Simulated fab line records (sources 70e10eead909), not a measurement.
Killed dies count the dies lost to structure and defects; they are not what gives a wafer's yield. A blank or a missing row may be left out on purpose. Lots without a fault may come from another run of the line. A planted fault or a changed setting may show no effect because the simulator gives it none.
Code-filled problem report in 8D (eight disciplines) form + flow nand_harc + the parts of the form that need people (team, actions taken, sign-off) are left out

== 1. PROBLEM STATEMENT ==
Wafers without a fault read 158.3 nm, standard deviation 1.5; thk_nm at NHARC_P_M1_THK_MEAS_24 reads a mean of 123.7 nm on 2 wafers belonging to 2 lots. That is -23 standard deviations from the usual mean.
The step: measures by xrf.
First seen on wafer L370.4, day 9 14:12, on film_metro-01. The record holds 42 wafers of 14 lots with a number at this step. The rule behind "out" and "out of limits": a value lying over 4 standard deviations away from the usual mean. The rest of the wafers with a number are treated as sound.

== 2. WHAT IT IS; WHAT IT IS NOT ==
| question                    | is               | is not                                                                          |
|-----------------------------|------------------|---------------------------------------------------------------------------------|
| which readings at this step | thk_nm           | -                                                                               |
| which lots                  | L370, L373       | L357, L358, L359, L362, L363, L364, L365, L367, L368, L369, L379, L380          |
| which wafers of those lots  | L370.4, L373.6   | L370.1, L370.5, L373.3, L373.5                                                  |
| read on which gauges        | film_metro-01    | film_metro-02                                                                   |
| when                        | from day 9 14:12 | up to then (32 sound wafers); but 8 sound wafers of L373, L379, L380 came after |

== 3. WHAT RULES OUT EACH SUSPECT ==
Counting: if a tool at a process step up to the reading ran every lot that is out, it stays a suspect. Sound lots after the first of them don't rule it out here, since some wafers of a struck lot are sound.
- the gauge at NHARC_P_M1_THK_MEAS_24 has been ruled out. All the wafers that are out were read on film_metro-01, but those of them that NHARC_P_M1_CMP_23 has rows for are out there too, on other tools.
- ecd_cu-02 at NHARC_P_M1_ECD_22 (material Cu, target thk 400 nm): kept. It ran every lot that is out, first L370 (day 9 13:05); its last sound lot up to then is L369 (day 9 08:16).
The count leaves ecd_cu-02 at NHARC_P_M1_ECD_22.

== 4. THE CAUSE (what the simulator had put in) ==
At NHARC_P_M1_ECD_22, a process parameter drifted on ecd_cu-02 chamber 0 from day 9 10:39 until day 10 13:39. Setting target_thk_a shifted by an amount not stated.
The count eliminated every tool but this one.

== 5. SEQUENCE OF EFFECTS, ordered by route ==
One row per reading whose mean, taken over the struck wafers that have a number, lies over 3 standard deviations from the usual. Only readings whose record carries a usual standard deviation are examined. hours: median over the lots of the time between each lot's start at the first step of this table that gives one and its start at this step. sigmas: the change, counted in usual standard deviations.
| hours | step                   | reading            | usual    | on struck wafers | change | sigmas |
|-------|------------------------|--------------------|----------|------------------|--------|--------|
| 0     | NHARC_P_M1_CMP_23      | time_to_endpoint_s | 29.6 s   | 9.4              | -20.2  | -7.5   |
| 0     | NHARC_P_M1_THK_MEAS_24 | thk_nm             | 158.3 nm | 123.7            | -34.6  | -23    |
The process steps in it:
- NHARC_P_M1_CMP_23: polishes, t overpolish 20 s, target thk 157.82 nm.

== 6. WHAT WOULD HAVE CAUGHT IT SOONER ==
4 hours passed between the start of the fault at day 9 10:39 and the first reading out of limits at a measuring or inspecting step in this record, taken at day 9 14:12.
L373, from the lots that are out (2), started NHARC_P_M1_ECD_22 on ecd_cu-02 later than day 9 14:12. Had the tool been put on hold then, it would have been spared.
